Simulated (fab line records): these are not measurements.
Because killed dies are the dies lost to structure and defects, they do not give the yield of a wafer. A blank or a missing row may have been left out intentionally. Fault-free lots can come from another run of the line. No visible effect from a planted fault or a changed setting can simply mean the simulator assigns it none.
Chamber matching + flow nand harc + 4 sister chambers for NHARC_A_STAIRCASE_ETCHBACK_157 on rie diel-13
The step etches the open film in CH3F/O2, target depth 90 nm, time 167.14 s. 4 wafers are shown with their chamber, then 7 later ones without.

== WAFERS PAIRED WITH THEIR CHAMBERS ==
| wafer  | chamber | showerhead plenum p Torr (Torr) |
|--------|---------|---------------------------------|
| L659.5 | 3       | 2.34                            |
| L658.5 | 0       | 2.46                            |
| L668.4 | 1       | 2.65                            |
| L668.5 | 2       | 2.45                            |

== WAFERS WITHOUT THEIR CHAMBER ==
| wafer  | showerhead plenum p Torr (Torr) |
|--------|---------------------------------|
| L668.6 | 2.65                            |
| L671.3 | 2.45                            |
| L671.5 | 2.45                            |
| L671.6 | 2.33                            |
| L676.2 | 2.64                            |
| L676.3 | 2.44                            |
| L676.5 | 2.44                            |

== EACH ONE'S CHAMBER ==
| wafer  | from the rows above     | in truth |
|--------|-------------------------|----------|
| L668.6 | 1                       | 1        |
| L671.3 | can't be placed: 2 or 0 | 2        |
| L671.5 | can't be placed: 2 or 0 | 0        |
| L671.6 | 3                       | 3        |
| L676.2 | 1                       | 1        |
| L676.3 | can't be placed: 2 or 0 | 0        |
| L676.5 | can't be placed: 2 or 0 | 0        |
Placed correctly: 3 of 7. Cannot be placed on the basis of these rows: 4; the candidates contain the true chamber in 4. Number placed wrongly: 0.
How it was worked out, from the rows above alone: a wafer's distance from a chamber is the root of the sum, over the readings, of the square of ((its reading less the chamber's mean) divided by the reading's scatter). If the next closest chamber is less than 2 further off than the closest, the wafer can't be placed; otherwise it belongs to the closest. The mean given for a chamber averages the wafers shown for that chamber. The scatter: with one shown wafer a chamber, the root of the mean of the squares of how far each hidden wafer lies from its nearest shown one.
